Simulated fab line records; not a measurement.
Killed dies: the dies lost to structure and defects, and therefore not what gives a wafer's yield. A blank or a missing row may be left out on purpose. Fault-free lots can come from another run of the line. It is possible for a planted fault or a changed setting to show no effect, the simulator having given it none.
Matching of chambers    flow n5 finfet    N5_BEOL_M3_PECVD_72 on pecvd-01 has 3 sister chambers
The step deposits SiO2 from TEOS/O2, target thk 16 nm, time 18 s. 20 wafers are shown with their chamber, then 10 later ones without.

WAFERS WITH THEIR CHAMBER
wafer   chamber  throttle valve pct (%)  showerhead plenum p Torr (Torr)  heater power w (W)
L074.3  0        21.2                    8.75                             695
L074.4  2        22.9                    8.72                             890
L074.5  0        21.5                    8.73                             683
L075.2  1        24.0                    8.67                             695
L075.3  0        21.4                    8.74                             646
L075.5  1        24.0                    8.67                             701
L079.2  2        22.5                    8.72                             814
L079.3  1        24.0                    8.65                             593
L079.4  2        22.9                    8.71                             798
L081.2  1        24.1                    8.66                             611
L081.5  0        21.5                    8.79                             698
L081.6  1        24.3                    8.66                             599
L082.1  2        22.9                    8.73                             870
L082.2  0        21.2                    8.76                             739
L082.6  0        21.6                    8.75                             755
L085.1  1        24.0                    8.67                             611
L085.4  1        24.3                    8.66                             619
L085.5  0        21.5                    8.76                             723
L090.1  2        21.1                    8.69                             792
L090.2  0        21.4                    8.77                             768

SIGNATURES (means of the wafers above)
reading                   chamber 0  chamber 1  chamber 2  scatter within a chamber
throttle valve pct        21.413     24.100     22.460     0.399
showerhead plenum p Torr  8.7562     8.6629     8.7140     0.0147
heater power w            713.38     632.71     832.80     43.2
Rule: for a wafer and a chamber, the distance is found by dividing, reading by reading, the gap between the wafer's reading and the chamber's mean by the reading's scatter, squaring, summing and taking the root. If the next closest chamber is less than 2 further off than the closest, the wafer can't be placed; otherwise it belongs to the closest. How the scatter is found: for the shown wafers, subtract from each reading the mean of its chamber, square and add these, divide the total by (wafers less chambers), then take the root.

WAFERS WHOSE CHAMBER IS MISSING
wafer   throttle valve pct (%)  showerhead plenum p Torr (Torr)  heater power w (W)
L090.3  24.3                    8.66                             674
L092.1  24.2                    8.67                             628
L092.4  21.5                    8.76                             717
L092.5  24.1                    8.66                             605
L095.2  21.3                    8.70                             780
L095.4  21.4                    8.75                             674
L095.5  21.2                    8.71                             778
L097.2  21.4                    8.78                             811
L097.3  24.1                    8.67                             704
L097.5  24.1                    8.66                             684

EACH ONE'S CHAMBER
wafer   from the rows above      in truth
L090.3  1                        1
L092.1  1                        1
L092.4  0                        0
L092.5  1                        1
L095.2  can't be placed: 2 or 0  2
L095.4  0                        0
L095.5  can't be placed: 2 or 0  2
L097.2  0                        0
L097.3  1                        1
L097.5  1                        1
8 of 10 placed correctly. These rows do not allow placing 2 (true chamber among the candidates in 2). Number placed wrongly: 0.
